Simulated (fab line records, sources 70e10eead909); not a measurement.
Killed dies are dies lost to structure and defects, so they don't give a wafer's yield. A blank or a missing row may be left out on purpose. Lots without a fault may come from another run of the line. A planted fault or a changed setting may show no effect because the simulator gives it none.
Tool commonality check | flow nand_harc | 14 lots, 48 wafers sampled

WHY IT WAS OPENED
At NHARC_A_ONON_D1_THK_MEAS_27 the reading thk_nm is flagged on 2 of 14 lots. Wafers without a fault read 1000 nm, standard deviation 10.
Rule: a lot is flagged when every wafer of it that has a number lies more than 4 standard deviations from that mean, or none has a number. The other lots count as sound.

lot  | measured     | on            | thk_nm (nm), wafer by wafer   | flag
L901 | day 8 00:38  | film_metro-01 | 999 1000 999                  |
L903 | day 8 08:37  | film_metro-02 | 992 993 992                   |
L904 | day 8 15:33  | film_metro-01 | 1005 1005 1006                |
L905 | day 8 21:25  | film_metro-02 | 1012 1011 1010                |
L907 | day 9 08:12  | film_metro-01 | 1008 1007 1008                |
L906 | day 9 08:13  | film_metro-02 | 989 989 990                   |
L910 | day 9 20:19  | film_metro-02 | 1002 1000 1001                |
L909 | day 9 20:20  | film_metro-01 | 1006 1005 1004                |
L908 | day 9 20:21  | film_metro-02 | 998 997 996                   |
L911 | day 10 16:23 | film_metro-02 | 1016 1016 1018                |
L912 | day 10 16:25 | film_metro-02 | 1002 1001 999                 |
L917 | day 12 06:22 | film_metro-01 | 1874 1876 1874 1874 1874 1876 | FLAGGED
L919 | day 12 16:25 | film_metro-01 | 1883 1882 1883 1883 1884 1881 | FLAGGED
L924 | day 13 17:05 | film_metro-02 | 1003 1001 1002                |
The numbers of the flagged lots are 1879 nm on average: +879 nm against the usual, or +88 standard deviations.

WHICH TOOL RAN EACH LOT
The record holds 1 process step before the reading, out of a route of 1159 steps. In each cell: the tool, then ch and the chambers that the sampled wafers went through, then the start.
lot  | flag    | NHARC_A_ONON_D1_DEP_25
L901 |         | pecvd_onon-03 ch 0, day 8 00:07
L903 |         | pecvd_onon-03 ch 0, day 8 08:05
L904 |         | pecvd_onon-02 ch 0, day 8 15:09
L905 |         | pecvd_onon-01 ch 0, day 8 20:54
L907 |         | pecvd_onon-03 ch 0, day 9 07:41
L906 |         | pecvd_onon-02 ch 0, day 9 07:49
L910 |         | pecvd_onon-01 ch 0, day 9 19:52
L909 |         | pecvd_onon-02 ch 0, day 9 19:50
L908 |         | pecvd_onon-03 ch 0, day 9 19:50
L911 |         | pecvd_onon-02 ch 0, day 10 15:53
L912 |         | pecvd_onon-03 ch 0, day 10 15:53
L917 | FLAGGED | pecvd_onon-03 ch 0, day 12 05:54
L919 | FLAGGED | pecvd_onon-03 ch 0, day 12 15:54
L924 |         | pecvd_onon-01 ch 0, day 13 16:34
What these steps do:
- NHARC_A_ONON_D1_DEP_25: target thk 1000 nm.
- NHARC_A_ONON_D1_THK_MEAS_27: measures by ellipsometry.

FLAGGED OVER TOTAL, TOOL BY TOOL (the gauges that took the reading come last)
step                        | tool          | lots run | flagged | share of the flagged lots | sound lots run after its first flagged lot
NHARC_A_ONON_D1_DEP_25      | pecvd_onon-01 | 3        | 0       | none                      | -
NHARC_A_ONON_D1_DEP_25      | pecvd_onon-02 | 4        | 0       | none                      | -
NHARC_A_ONON_D1_DEP_25      | pecvd_onon-03 | 7        | 2       | all                       | 0
NHARC_A_ONON_D1_THK_MEAS_27 | film_metro-01 | 6        | 2       | all                       | 0
NHARC_A_ONON_D1_THK_MEAS_27 | film_metro-02 | 8        | 0       | none                      | -

WHAT THE TABLE ALLOWS
2 rows of the table ran every flagged lot: pecvd_onon-03 at NHARC_A_ONON_D1_DEP_25, film_metro-01 at NHARC_A_ONON_D1_THK_MEAS_27.
- pecvd_onon-03 at NHARC_A_ONON_D1_DEP_25: 2 of its 7 lots flagged. Its last sound lot is L912 (day 10 15:53), its first flagged lot L917 (day 12 05:54): a fault that began between those two fits.
- film_metro-01 at NHARC_A_ONON_D1_THK_MEAS_27: 2 of its 6 lots flagged. Its last sound lot is L909 (day 9 20:20), its first flagged lot L917 (day 12 06:22): a fault that began between those two fits.
Counting lots can't tell these 2 tools apart, because each fits a fault that began at some hour. More lots, or a look at what each step does to the wafer, might.

WHAT THE SIMULATOR HAD PUT IN
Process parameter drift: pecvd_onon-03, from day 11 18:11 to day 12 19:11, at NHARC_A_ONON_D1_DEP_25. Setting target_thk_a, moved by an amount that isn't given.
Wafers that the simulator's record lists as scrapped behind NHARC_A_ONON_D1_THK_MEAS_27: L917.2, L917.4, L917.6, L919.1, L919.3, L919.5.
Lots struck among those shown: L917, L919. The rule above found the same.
